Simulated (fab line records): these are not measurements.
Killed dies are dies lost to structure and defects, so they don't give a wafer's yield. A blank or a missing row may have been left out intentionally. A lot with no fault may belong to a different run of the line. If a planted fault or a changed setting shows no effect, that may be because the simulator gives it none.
A struck lot beside a sound one + flow n5_finfet + 36 out of 1938 route steps
Sound: these wafers, L785.3, L785.4, L785.6. Struck: wafers L776.1, L776.4, L776.5. The cause comes at the end.
For every step that has rows: the tool of each side, followed by ch and its chambers, followed by its first start. Under that, the readings that differ: sound wafers + struck wafers + difference of the means + sigmas: that difference in standard deviations of wafers without a fault.
alike: words and numbers the same on both sides, and readings whose means are apart by under 2 such deviations; not compared: readings that were withheld, readings missing a value for some wafer, numbers with overlapping values and no deviation given by the record, and bounds like >300 which may hide the same value.
Wherever a step has rows on one side only, a row that says differs or no value, or a row with sigmas, the two part there. Non-overlapping numbers with no deviation appear without sigmas and do not part them. Lack of a reading on every wafer of one side parts them only where that side has two or more wafers.

first, 8 steps without rows for these wafers: N5_BEOL_M1_ECD_50 (material Cu, target thk 300 nm); N5_BEOL_M1_ANNEAL_51 (time 90 s); N5_BEOL_M1_CMP_52 (polishes, stops on SiOC, t overpolish 6.8 s, target thk 40 nm); N5_BEOL_M1_PRE_CLEAN_60 (time 15 s); N5_BEOL_M1_CO_CAP_55 (material Co, precursor CCTBA/H2, target thk 2 nm, time 102.1 s); N5_BEOL_M1_PRE_CLEAN_56 (time 15 s); N5_BEOL_M1_DEP_57 (deposits SiCN from 3MS/NH3, target thk 8 nm, time 14 s); N5_BEOL_M2_ILD_DEP_00 (deposits SiOC from DEMS/O2, target thk 79 nm, time 15.3 s).
N5_BEOL_M2_PECVD_72: deposits SiO2 from TEOS/O2, target thk 16 nm, time 18 s.
  sound on pecvd-04 ch 0,1,2, day 12 12:20; struck on pecvd-04 ch 0, day 10 11:05
| reading              | sound                | struck               | difference | sigmas |
|----------------------|----------------------|----------------------|------------|--------|
| susceptor_temp_C (C) | 400.34 400.28 400.01 | 404.19 404.11 404.04 | +3.90      | +16    |
  alike: heater_power_w, showerhead_plenum_p_Torr, throttle_valve_pct
  not compared: model.SiO2_of_BEOL_M2_PECVD_72.thk_nm
then, 25 steps without rows for these wafers: N5_BEOL_M2_HM_DEP_02 (deposits TiN, target thk 20 nm); N5_BEOL_M2_COAT_61 (time 60 s, resist thk 60 nm); N5_BEOL_M2_COAT_62 (time 60 s, resist thk 12 nm); N5_BEOL_M2_COAT_73 (time 60 s, resist thk 5 nm); N5_BEOL_M2_COAT_05 (resist thk 30 nm); N5_BEOL_M2_EBR_07; N5_BEOL_M2_SOFTBAKE_06 (time 60 s); N5_BEOL_M2_EXPOSE_08 (exposes mask M2); N5_BEOL_M2_PEB_09 (peb time 60 s); N5_BEOL_M2_DEVELOP_10 (develop time 30 s); N5_BEOL_M2_DESCUM_16 (chemistry O2, time 7 s); N5_BEOL_M2_ETCH_74 (etches underlayer in N2/H2, target depth 6.5 nm, time 5.2 s); N5_BEOL_M2_ETCH_63 (etches SiARC in CF4, target depth 15.6 nm, time 26 s); N5_BEOL_M2_ETCH_64 (etches SOC in N2/H2, target depth 75 nm, overetch 22.5 nm, time 121.9 s); N5_BEOL_M2_STRIP_65 (strips in N2/H2); N5_BEOL_M2_STRIP_75 (strips in N2/H2); N5_BEOL_M2_STRIP_66 (strips in CF4); N5_BEOL_M2_HM_OPEN_17 (chemistry Cl2/BCl3, target TiN, target depth 20 nm, overetch 6 nm); N5_BEOL_M2_STRIP_19 (strips in O2); N5_BEOL_M2_COAT_67 (time 60 s, resist thk 60 nm); N5_BEOL_M2_COAT_68 (time 60 s, resist thk 12 nm); N5_BEOL_M2_COAT_76 (time 60 s, resist thk 5 nm); N5_BEOL_M2_COAT_22 (resist thk 30 nm); N5_BEOL_M2_EBR_24; N5_BEOL_M2_SOFTBAKE_23 (time 60 s).
N5_BEOL_M2_HM_STRIP_39: strips TiN in peroxide tin strip, target depth 25 nm, time 158 s.
  sound on wet_bench-04 ch 0,2,4, day 13 02:17; struck on wet_bench-04 ch 4,6,7, day 10 19:05
  alike: bath_guard_temp_C
  not compared: model.SiO2_of_BEOL_M2_PECVD_72.thk_nm
N5_BEOL_M4_RC_MEAS_101:
  sound on prober-02 ch 0, day 14 08:37; struck on prober-02 ch 0, day 11 13:29
  alike: DIBL_N, DIBL_P, IOFF_N, IOFF_P, ION_N, ION_P, SS_N, SS_P, VT_N, VT_P

## WHERE THEY PART
N5_BEOL_M2_PECVD_72 only, going by this record. Later steps at which nothing parts them and some readings are alike: N5_BEOL_M2_HM_STRIP_39, N5_BEOL_M4_RC_MEAS_101.

WHY: the cause the simulator had injected
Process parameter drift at N5_BEOL_M2_PECVD_72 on pecvd-04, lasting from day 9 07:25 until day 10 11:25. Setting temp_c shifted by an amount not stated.
